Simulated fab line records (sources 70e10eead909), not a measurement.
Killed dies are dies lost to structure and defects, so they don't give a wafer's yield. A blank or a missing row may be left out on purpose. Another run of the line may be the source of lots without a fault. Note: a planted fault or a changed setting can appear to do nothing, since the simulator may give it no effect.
Struck lot and sound lot, side by side || flow nandHarc || 16 steps out of a route of 1302
Sound: wafers L786.2, L786.3, L786.4. The struck wafers were L771.2, L771.5, L771.6. The cause comes at the end.
Order at every step that has rows: each side's tool, ch and its chambers, its first start. Under that, the readings that differ: sound wafers || struck wafers || difference of the means || sigmas: that difference in standard deviations of wafers without a fault.
alike: same words and numbers on both sides, and readings whose means sit less than 2 such deviations apart. not compared: any withheld reading, any reading some wafer has no value for, any bound like >300 that may hide the same value, and any number with overlapping values for which the record gives no deviation.
The two part at a step that has a row with sigmas, a row that says differs or no value, or rows on one side only. When numbers do not overlap yet have no deviation, they are printed without sigmas and do not part them. A reading that every wafer of one side lacks parts them only if that side has two wafers or more.

NHARC_A_CONTACT_ETCH_139: etches the open film in C4F8/O2/Ar, time 195 s, target depth 840 nm.
  sound on harCapEtch-01 ch 0,1, day 30 05:31; struck on harCapEtch-02 ch 0,1, day 23 17:37
  not compared: rfHoursCounterH
NHARC_A_CONTACT_ETCH_92: etches the open film in CH3F/O2, target depth 40 nm, time 85.7 s.
  sound on rieDiel-01 ch 0,2,3, day 30 06:04; struck on rieDiel-04 ch 0,3, day 23 18:10
  alike: drypumpMotorCurrentA, oesProductAu, rfVppV, showerheadPlenumPTorr, throttleValvePct
  not compared: rfHoursCounterH
then, 1 step without rows for these wafers: NHARC_A_CONTACT_ETCH_98 (etches the open film in C4F6/O2, target depth 20 nm, time 10 s).
NHARC_A_CONTACT_CD_MEAS_15:
  sound: cdSem-01 at day 30 06:19; struck: cdSem-03 at day 23 18:25
  alike: cdNm
then, 3 steps without rows for these wafers: NHARC_A_CONTACT_STRIP_107 (strips in N2/H2); NHARC_A_CONTACT_STRIP_108 (strips in CF4/CHF3); NHARC_A_CONTACT_STRIP_109 (strips in O2/COS).
NHARC_A_CONTACT_ETCH_110: etches the open film in CF4/O2, target depth 60 nm, overetch 6 nm, time 33 s.
  sound on rieDiel-04 ch 0,1,3, day 30 06:37; struck on rieDiel-04 ch 0,1,3, day 23 18:50
  alike: drypumpMotorCurrentA, oes_f_703_au, oes_o_777_au, oesProductAu, rfVppV, showerheadPlenumPTorr, throttleValvePct
  not compared: rfHoursCounterH
then, 2 steps without rows for these wafers: NHARC_A_CONTACT_STRIP_26 (strips in O2); NHARC_A_CONTACT_STRIP_27 (strips in post etch residue remover, time 600 s).
NHARC_A_CONTACT_ALD_18: deposits TiN, target thk 3 nm, pulse time 1 s, ald cycles 150.
  sound on aldMetal-01 ch 0,1,2, day 30 07:16; struck on aldMetal-04 ch 1,2,3, day 23 19:35
  alike: heaterPowerW, precursorPulseHeightRel, susceptorTempC
NHARC_A_CONTACT_CVD_19: deposits W, target thk 300 nm, time 802 s.
  sound on cvdW-02 ch 0,1; struck on cvdW-02 ch 0,1
  alike: heaterPowerW, mfcH2Sccm, throttleValvePct
  not compared: susceptorTempC
NHARC_A_CONTACT_CMP_20: polishes, t overpolish 30 s, target thk 300 nm.
  sound on cmp-01 ch 1,2,3, day 30 08:23; struck on cmp-03 ch 1,2,3, day 23 20:42
  no value came back on the struck wafers for edgeZonePressureFrac, motorCurrentA (A), overpolishRunS (s), timeToEndpointS (s); on the sound wafers edgeZonePressureFrac reads 1.005 0.998 0.987
following that, these wafers have no rows for 1 step: NHARC_A_CONTACT_SRD_22.
NHARC_A_CONTACT_INSPECT_23:
  sound: defectInspect-02 at day 30 08:47; struck: defectInspect-02 at day 23 21:04
{"reading": "rawDefectCount", "sound": "557 858 595", "struck": "2721 2709 2939", "difference": "+2120", "sigmas": "+15"}
NHARC_END_SORT_01:
  the record has rows for the struck wafers here (prober-01 ch 0, day 25 16:47) and none for the sound ones

## WHERE THEY PART
Earliest at NHARC_A_CONTACT_CMP_20; latest, in this record, at NHARC_END_SORT_01.

WHY: what had been put in by the simulator
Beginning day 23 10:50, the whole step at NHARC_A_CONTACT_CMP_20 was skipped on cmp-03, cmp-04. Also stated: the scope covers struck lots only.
